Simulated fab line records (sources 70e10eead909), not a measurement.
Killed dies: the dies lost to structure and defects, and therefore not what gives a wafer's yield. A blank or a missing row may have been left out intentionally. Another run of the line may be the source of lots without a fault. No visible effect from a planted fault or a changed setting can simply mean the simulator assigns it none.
Which of the tools did it? / flow nand_harc / route of 1159 steps, sampled at 1 step: 6 lots, 18 wafers

== WHAT THE GAUGES SHOWED, per wafer ==
NHARC_A_M1_INSPECT_27.
lot=L163; measured=day 20 06:35; on=defect_inspect-01; raw_defect_count=560 463 491
lot=L162; measured=day 20 10:27; on=defect_inspect-02; raw_defect_count=449 556 416
lot=L169; measured=day 20 20:40; on=defect_inspect-01; raw_defect_count=770 858 635
lot=L170; measured=day 20 23:52; on=defect_inspect-02; raw_defect_count=749 791 569
lot=L171; measured=day 22 08:36; on=defect_inspect-01; raw_defect_count=349 299 309
lot=L178; measured=day 23 02:49; on=defect_inspect-01; raw_defect_count=420 598 510

== WHICH TOOL RAN EACH LOT (tool, then ch and the chambers of the sampled wafers, then the start) ==
Before these readings, the record contains no process step.

== THE ANSWER, worked out from the rows above alone ==
Rule: the usual values come from the lots themselves. The widest of any qualifying gaps counts: lots, ordered by their means at a reading, are off when they make up no more than a third of the lots, leave a main group of 4 or more, and stand apart from it by 3 or more times the standard deviation of that group's means. The tables above print the reading to a certain number of digits; a main group whose means all agree to those digits is not used. A lot without any number at a reading at which 4 lots or more have one is off too. All remaining lots with rows at the step are treated as sound.
None of the lots is off at any reading shown; this tells nothing.

== WHAT THE SIMULATOR HAD INSERTED ==
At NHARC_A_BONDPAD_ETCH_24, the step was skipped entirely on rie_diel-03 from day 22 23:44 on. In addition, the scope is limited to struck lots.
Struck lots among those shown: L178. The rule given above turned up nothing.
